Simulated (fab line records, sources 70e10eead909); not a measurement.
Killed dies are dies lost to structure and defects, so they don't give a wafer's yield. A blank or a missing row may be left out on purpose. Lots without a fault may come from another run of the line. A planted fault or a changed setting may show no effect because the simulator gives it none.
Chamber matching | flow nand_harc | NHARC_A_CHANNEL_FILL_D1_ALD_16 on ald_hk-01: 4 sister chambers
The step deposits SiO2, target thk 1.5 nm, pulse time 10 s, ald cycles 15. 4 wafers are shown with their chamber, then 9 later ones without.

WAFERS WITH THEIR CHAMBER
wafer  | chamber | heater_power_w (W)
L081.2 | 3       | 469
L092.1 | 1       | 489
L092.3 | 2       | 430
L092.6 | 0       | 428

WAFERS WITHOUT THEIR CHAMBER
wafer  | heater_power_w (W)
L091.2 | 481
L091.4 | 495
L091.6 | 431
L094.1 | 484
L094.2 | 480
L094.6 | 484
L096.3 | 432
L096.4 | 489
L096.5 | 438

WHICH CHAMBER EACH WENT THROUGH
wafer  | from the rows above     | in truth
L091.2 | can't be placed: 1 or 3 | 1
L091.4 | 1                       | 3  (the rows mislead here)
L091.6 | can't be placed: 2 or 0 | 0
L094.1 | can't be placed: 1 or 3 | 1
L094.2 | can't be placed: 1 or 3 | 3
L094.6 | can't be placed: 1 or 3 | 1
L096.3 | can't be placed: 2 or 0 | 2
L096.4 | 1                       | 1
L096.5 | can't be placed: 2 or 0 | 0
Placed correctly: 1 of 9. Can't be placed from these rows: 7 (the true chamber is among the candidates in 7). Placed wrongly: 1.
How it was worked out, from the rows above alone: a wafer's distance from a chamber is the root of the sum, over the readings, of the square of ((its reading less the chamber's mean) divided by the reading's scatter). The wafer belongs to the nearest chamber; if the next one is less than 2 further off, it can't be placed. A chamber's mean is the mean of its shown wafers. The scatter: with one shown wafer a chamber, the root of the mean of the squares of how far each hidden wafer lies from its nearest shown one.
